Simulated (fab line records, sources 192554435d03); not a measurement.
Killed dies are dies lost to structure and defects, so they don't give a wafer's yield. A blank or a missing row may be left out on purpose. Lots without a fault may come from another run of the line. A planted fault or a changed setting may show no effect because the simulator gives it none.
Split-lot experiment | flow n5_finfet | 7 lots, 21 wafers read, on a route of 1938 steps

THE SPLIT
At N5_MIM_BOT_SPUTTER_00 (material TiN, target thk 35 nm, time 89.7 s), the setting time_s was moved away from the recipe's 89.7 s on 9 of the 21 wafers read, by -12.7% to +14.5%. The other wafers ran this setting at the recipe's value.

The reading is taken at the split's own step.

THE READING
TiN_of_MIM_BOT_SPUTTER_00.thk_nm (the simulator's own value, which no gauge read), in nm, at N5_MIM_BOT_SPUTTER_00 (material TiN, target thk 35 nm, time 89.7 s). The file gives no usual value for it. The 12 wafers here that ran the recipe average 35.0 nm, standard deviation 0.44 nm.

wafer  | tool, chamber at the split | time_s as run, s | against the recipe | TiN_of_MIM_BOT_SPUTTER_00.thk_nm, nm | against lot-mates on the recipe
L077.2 | pvd_sputter-01, -          | 89.7             | recipe             | 35.4                                 | -
L077.3 | pvd_sputter-01, -          | 78.35            | -12.7%             | 30.2                                 | -5.2
L077.5 | pvd_sputter-01, -          | 78.35            | -12.7%             | 30.6                                 | -4.8
L080.2 | pvd_sputter-02, -          | 89.7             | recipe             | 35.2                                 | -
L080.3 | pvd_sputter-02, -          | 84.13            | -6.2%              | 33                                   | -2.2
L080.4 | pvd_sputter-02, -          | 84.13            | -6.2%              | 32.4                                 | -2.8
L078.2 | pvd_sputter-01, -          | 89.7             | recipe             | 35                                   | -
L078.3 | pvd_sputter-01, -          | 89.7             | recipe             | 35.8                                 | -
L078.5 | pvd_sputter-01, -          | 89.7             | recipe             | 34.8                                 | -
L079.3 | pvd_sputter-01, -          | 89.7             | recipe             | 34.2                                 | -
L079.6 | pvd_sputter-01, -          | 89.7             | recipe             | 34.2                                 | -
L079.4 | pvd_sputter-01, -          | 89.7             | recipe             | 34.8                                 | -
L086.1 | pvd_sputter-02, -          | 89.7             | recipe             | 35.2                                 | -
L086.2 | pvd_sputter-02, -          | 81.06            | -9.6%              | 31.4                                 | -3.8
L086.3 | pvd_sputter-02, -          | 81.06            | -9.6%              | 31.8                                 | -3.4
L090.3 | pvd_sputter-01, -          | 89.7             | recipe             | 35.2                                 | -
L090.5 | pvd_sputter-01, -          | 89.7             | recipe             | 34.8                                 | -
L090.6 | pvd_sputter-01, -          | 102.7            | +14.5%             | 39.8                                 | +4.8
L091.1 | pvd_sputter-02, -          | 89.7             | recipe             | 35.2                                 | -
L091.4 | pvd_sputter-02, -          | 93.25            | +4.0%              | 36.8                                 | +1.6
L091.6 | pvd_sputter-02, -          | 93.25            | +4.0%              | 36.2                                 | +1.0

THE FIT
A straight line over all 21 wafers: TiN_of_MIM_BOT_SPUTTER_00.thk_nm changes by +0.353 nm for each +1% of time_s; r = +0.98; the points scatter about the line by 0.4 nm.
The same after taking each lot's own level away (the mean of its wafers on the recipe; 21 wafers): +0.368 nm for each +1%; r = +0.99; scatter 0.31 nm.
On that fit, the largest move of time_s shifts the reading by 5.3 nm.
The lots' own levels span 34.40 to 35.40 nm, that is 2.3 times the standard deviation above.
So the lot-to-lot level changes the slope little: the two slopes agree.
Check: with one of the wafers moved furthest among these (+14.5%) left out of the fit, the line predicts +5.51 nm for it against its lot-mates. It came out at +4.8 nm against them.

OTHER SPLITS ON THESE WAFERS
These wafers also went through other splits before the reading. Each is held against what the fit with the lots' levels taken away leaves over:
other split on the same wafers | wafers away from the commonest value | r with TiN_of_MIM_BOT_SPUTTER_00.thk_nm (lot level and that fit taken away)
N5_BEOL_M15_EXPOSE_07 dose_mj  | 7                                    | -0.24
N5_PASSIVATION_PECVD_00 time_s | 6                                    | -0.13

THE FILE'S OWN FIT
TiN_of_MIM_BOT_SPUTTER_00.thk_nm changes by +0.364 nm for each +1% of time_s, r = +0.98.
